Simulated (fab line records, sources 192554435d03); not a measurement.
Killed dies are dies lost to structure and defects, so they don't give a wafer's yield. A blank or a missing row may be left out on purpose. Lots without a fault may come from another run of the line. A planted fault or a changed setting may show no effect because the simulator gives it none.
One fault seen from 3 desks | flow n5_finfet | each desk has only its own numbers; what lay behind them comes last

THE DEFECT DESK
What the inspections along the route counted, lot by lot: means of the sampled wafers that have a number. A lot is out of limits, marked OUT, if its mean lies more than 4 standard deviations from the usual mean; the brackets give that distance.
Columns: A = raw_defect_count at N5_FIN_SAQP_INSPECT_40, usual 228; B = raw_defect_count at N5_FIN_CUT_INSPECT_10, usual 41; C = raw_defect_count at N5_FIN_CUT_INSPECT_17, usual 235
lot  | first seen here | A   | B             | C
L201 | day 2 20:38     | 198 | 37            | 219
L203 | day 3 08:03     | 134 | 21            | 133
L204 | day 3 14:19     | 226 | 40            | 284
L208 | day 4 14:16     | 213 | 40            | 176
L209 | day 4 22:13     | 269 | 63            | 263
L210 | day 5 02:46     | 304 | 49            | 262
L212 | day 5 14:41     | 435 | 244 (+17) OUT | 390
L216 | day 6 15:13     | 252 | 53            | 248
L221 | day 7 21:31     | 208 | 30            | 196
This desk's finding: out of limits on L212; first on L212, day 5 15:12 (raw_defect_count at N5_FIN_CUT_INSPECT_10). In limits: L201, L203, L204, L208, L209, L210, L216, L221.

THE TOOL OWNER'S DESK: rie_diel-04
The tool's own readings at N5_FIN_SAQP_ETCH_34 (etches SiO2 in C4F6/O2, target depth 45 nm, time 15 s): means of the sampled wafers that have a number, for each lot that ran on this tool. A lot is out of limits, marked OUT, if its mean lies more than 4 standard deviations from the usual mean; the brackets give that distance.
Columns: A = drypump_motor_current_A at N5_FIN_SAQP_ETCH_34, usual 5.7 A; B = etch_rf_on_time_s at N5_FIN_SAQP_ETCH_34, usual 14.92 s; C = oes_product_au at N5_FIN_SAQP_ETCH_34, usual 0.65 a.u.; D = rf_vpp_V at N5_FIN_SAQP_ETCH_34, usual 674 V; E = showerhead_plenum_p_Torr at N5_FIN_SAQP_ETCH_34, usual 2.85 Torr; F = throttle_valve_pct at N5_FIN_SAQP_ETCH_34, usual 21.18 %
lot  | first seen here | A   | B     | C    | D   | E    | F
L209 | day 4 21:45     | 6.0 | 15.04 | 0.65 | 685 | 2.78 | 21.33
L210 | day 5 02:16     | 5.9 | 15.17 | 0.62 | 675 | 2.84 | 21.40
L212 | day 5 14:13     | 6.1 | 14.91 | 0.62 | 679 | 2.89 | 21.28
This desk's finding: nothing out of limits on any of the 3 lots.

THE METROLOGY DESK
What the gauges read, lot by lot, whatever tool the lot ran on: means of the sampled wafers that have a number. A lot is out of limits, marked OUT, if its mean lies more than 4 standard deviations from the usual mean; the brackets give that distance. Of its 11 readings 7 are shown: those that lie furthest out on some lot.
Columns: A = trench_depth_nm at N5_FIN_SAQP_OCD_MEAS_76, usual 122.3 nm; B = DIBL_N at N5_BEOL_M4_RC_MEAS_101, usual 36.8 mV/V; C = IOFF_P at N5_BEOL_M4_RC_MEAS_101, usual 0.23 nA/um; D = ION_P at N5_BEOL_M4_RC_MEAS_101, usual 466 uA/um; E = SS_P at N5_BEOL_M4_RC_MEAS_101, usual 73.5 mV/dec; F = VT_N at N5_BEOL_M4_RC_MEAS_101, usual 248 mV; G = VT_P at N5_BEOL_M4_RC_MEAS_101, usual -249 mV
lot  | first seen here | A     | B    | C    | D   | E    | F   | G
L201 | day 2 20:37     | 117.9 | 36.6 | 0.21 | 459 | 73.4 | 247 | -252
L203 | day 3 08:01     | 119.0 | 37.2 | 0.23 | 465 | 73.3 | 249 | -250
L204 | day 3 14:17     | 122.9 | 37.4 | 0.21 | 466 | 73.6 | 249 | -250
L208 | day 4 14:14     | 123.8 | 40.4 | 0.31 | 475 | 74.2 | 246 | -243
L209 | day 4 22:11     | 124.9 | 37.3 | 0.30 | 481 | 73.8 | 248 | -242
L210 | day 5 02:42     | 119.0 | 35.6 | 0.20 | 468 | 72.3 | 250 | -250
L212 | day 5 14:40     | 125.2 | 36.5 | 0.21 | 464 | 73.6 | 248 | -250
L216 | day 6 15:11     | 125.3 | 34.7 | 0.21 | 457 | 72.9 | 251 | -251
L221 | day 7 21:29     | 121.6 | 37.2 | 0.29 | 480 | 74.2 | 242 | -242
This desk's finding: nothing out of limits on any of the 9 lots.

PUT TOGETHER
The defect desk could have raised an alarm at day 5 15:12, on L212.
The tool owner's desk saw nothing out of limits.
The metrology desk saw nothing out of limits.
The tool owner's desk has L212 on record, within its limits.
The metrology desk has L212 on record, within its limits.
Of the lots named, all ran N5_FIN_SAQP_ETCH_34 on rie_diel-04.

WHAT THE SIMULATOR HAD PUT IN
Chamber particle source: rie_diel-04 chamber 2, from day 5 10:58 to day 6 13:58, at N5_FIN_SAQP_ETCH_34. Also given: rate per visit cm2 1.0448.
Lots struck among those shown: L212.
Hours from the fault's start to each desk's first reading out of limits: the defect desk, 4.
